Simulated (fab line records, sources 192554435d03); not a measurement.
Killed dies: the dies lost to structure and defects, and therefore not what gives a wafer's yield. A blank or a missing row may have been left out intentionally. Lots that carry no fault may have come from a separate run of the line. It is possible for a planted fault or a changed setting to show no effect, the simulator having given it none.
Chamber matching | flow n5 finfet | pecvd-04 running N5_BEOL_M7_DEP_56: 3 sister chambers
The step deposits SiCN from 3MS/NH3, target thk 10 nm, time 17.5 s. 3 wafers are shown with their chamber, then 10 later ones without.

## WAFERS WITH THEIR CHAMBER
wafer  | chamber | throttle valve pct (%)
L086.6 | 2       | 8.5
L084.1 | 1       | 8.1
L084.2 | 0       | 9.3

## WAFERS WITH NO CHAMBER GIVEN
wafer  | throttle valve pct (%)
L084.6 | 8.7
L091.1 | 9.2
L091.2 | 8.6
L091.3 | 8.2
L093.1 | 9.1
L093.5 | 8.7
L093.6 | 8.4
L094.1 | 8.9
L094.3 | 8.6
L094.4 | 8.4

## THE CHAMBER EACH PASSED THROUGH
wafer  | from the rows above     | in truth
L084.6 | 2                       | 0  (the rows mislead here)
L091.1 | 0                       | 0
L091.2 | 2                       | 2
L091.3 | can't be placed: 1 or 2 | 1
L093.1 | 0                       | 0
L093.5 | 2                       | 2
L093.6 | can't be placed: 2 or 1 | 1
L094.1 | can't be placed: 0 or 2 | 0
L094.3 | 2                       | 2
L094.4 | can't be placed: 2 or 1 | 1
Placed correctly: 5 of 10. These rows do not allow placing 4 (true chamber among the candidates in 4). Wrongly placed: 1.
How it was worked out, from the rows above alone: a wafer's distance from a chamber is the root of the sum, over the readings, of the square of ((its reading less the chamber's mean) divided by the reading's scatter). If the next closest chamber is less than 2 further off than the closest, the wafer can't be placed; otherwise it belongs to the closest. For every chamber, the mean is computed from those of its wafers that are shown. The scatter: root of mean squared gap, hidden wafer to nearest shown wafer, with one shown wafer a chamber.
